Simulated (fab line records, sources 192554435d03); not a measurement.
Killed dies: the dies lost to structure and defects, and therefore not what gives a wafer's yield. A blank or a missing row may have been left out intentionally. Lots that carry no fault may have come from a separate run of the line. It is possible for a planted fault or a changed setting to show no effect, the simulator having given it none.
Matching of chambers | flow n5 finfet | 4 sister chambers for N5_BEOL_M7_DESCUM_33 on rie diel-06
The step chemistry O2, time 7 s. 24 wafers are shown with their chamber, then 12 later ones without.

WAFERS, EACH WITH ITS CHAMBER
wafer  | chamber | drypump motor current A (A) | showerhead plenum p Torr (Torr) | throttle valve pct (%)
L077.1 | 3       | 6.4                         | 2.18                            | 20.73
L077.2 | 0       | 5.6                         | 2.09                            | 20.55
L077.4 | 2       | 5.9                         | 2.19                            | 20.43
L078.1 | 3       | 6.4                         | 2.18                            | 20.72
L078.5 | 1       | 6.0                         | 2.21                            | 20.64
L078.6 | 0       | 5.6                         | 2.09                            | 20.55
L079.2 | 3       | 6.4                         | 2.18                            | 20.75
L079.3 | 1       | 6.0                         | 2.20                            | 20.65
L079.5 | 3       | 6.4                         | 2.18                            | 20.74
L081.1 | 0       | 5.6                         | 2.08                            | 20.56
L081.3 | 3       | 6.5                         | 2.18                            | 20.75
L081.6 | 3       | 6.4                         | 2.18                            | 20.72
L082.1 | 0       | 5.6                         | 2.08                            | 20.57
L082.3 | 3       | 6.4                         | 2.18                            | 20.73
L082.6 | 1       | 6.1                         | 2.20                            | 20.65
L085.1 | 3       | 6.4                         | 2.17                            | 20.75
L085.4 | 1       | 6.0                         | 2.20                            | 20.68
L085.6 | 2       | 5.9                         | 2.18                            | 20.48
L090.1 | 1       | 6.0                         | 2.20                            | 20.67
L090.4 | 2       | 5.9                         | 2.18                            | 20.48
L090.6 | 1       | 6.0                         | 2.20                            | 20.67
L089.1 | 1       | 6.0                         | 2.20                            | 20.68
L089.3 | 2       | 5.9                         | 2.18                            | 20.49
L089.6 | 0       | 5.6                         | 2.08                            | 20.57

SIGNATURES, as means of the wafers listed above
reading                  | chamber 0 | chamber 1 | chamber 2 | chamber 3 | scatter within a chamber
drypump motor current A  | 5.600     | 6.014     | 5.900     | 6.413     | 0.0294
showerhead plenum p Torr | 2.0840    | 2.2014    | 2.1825    | 2.1787    | 0.00429
throttle valve pct       | 20.5600   | 20.6629   | 20.4700   | 20.7362   | 0.0163
Rule: a wafer lies at a distance from a chamber equal to the root of the sum of squares, over the readings, of (its reading less the chamber's mean, divided by the reading's scatter). If the next closest chamber is less than 2 further off than the closest, the wafer can't be placed; otherwise it belongs to the closest. The scatter: take each reading less its chamber's mean, square it, sum over the shown wafers, divide by the number of wafers less the number of chambers, and take the root.

WAFERS WHOSE CHAMBER IS MISSING
wafer  | drypump motor current A (A) | showerhead plenum p Torr (Torr) | throttle valve pct (%)
L092.1 | 6.0                         | 2.19                            | 20.70
L092.2 | 5.6                         | 2.08                            | 20.59
L092.4 | 5.9                         | 2.18                            | 20.50
L094.4 | 6.4                         | 2.17                            | 20.76
L094.5 | 5.9                         | 2.18                            | 20.49
L094.6 | 6.0                         | 2.19                            | 20.69
L096.1 | 6.0                         | 2.19                            | 20.70
L096.5 | 5.9                         | 2.17                            | 20.50
L096.6 | 6.0                         | 2.19                            | 20.70
L097.1 | 5.9                         | 2.17                            | 20.50
L097.2 | 6.0                         | 2.19                            | 20.70
L097.6 | 6.0                         | 2.19                            | 20.71

WHICH CHAMBER EACH ONE RAN IN
wafer  | from the rows above | in truth
L092.1 | 1                   | 1
L092.2 | 0                   | 0
L092.4 | 2                   | 2
L094.4 | 3                   | 3
L094.5 | 2                   | 2
L094.6 | 1                   | 1
L096.1 | 1                   | 1
L096.5 | 2                   | 2
L096.6 | 1                   | 1
L097.1 | 2                   | 2
L097.2 | 1                   | 1
L097.6 | 1                   | 1
Correctly placed: 12 of 12. Not placeable from these rows: 0. 0 placed wrongly.
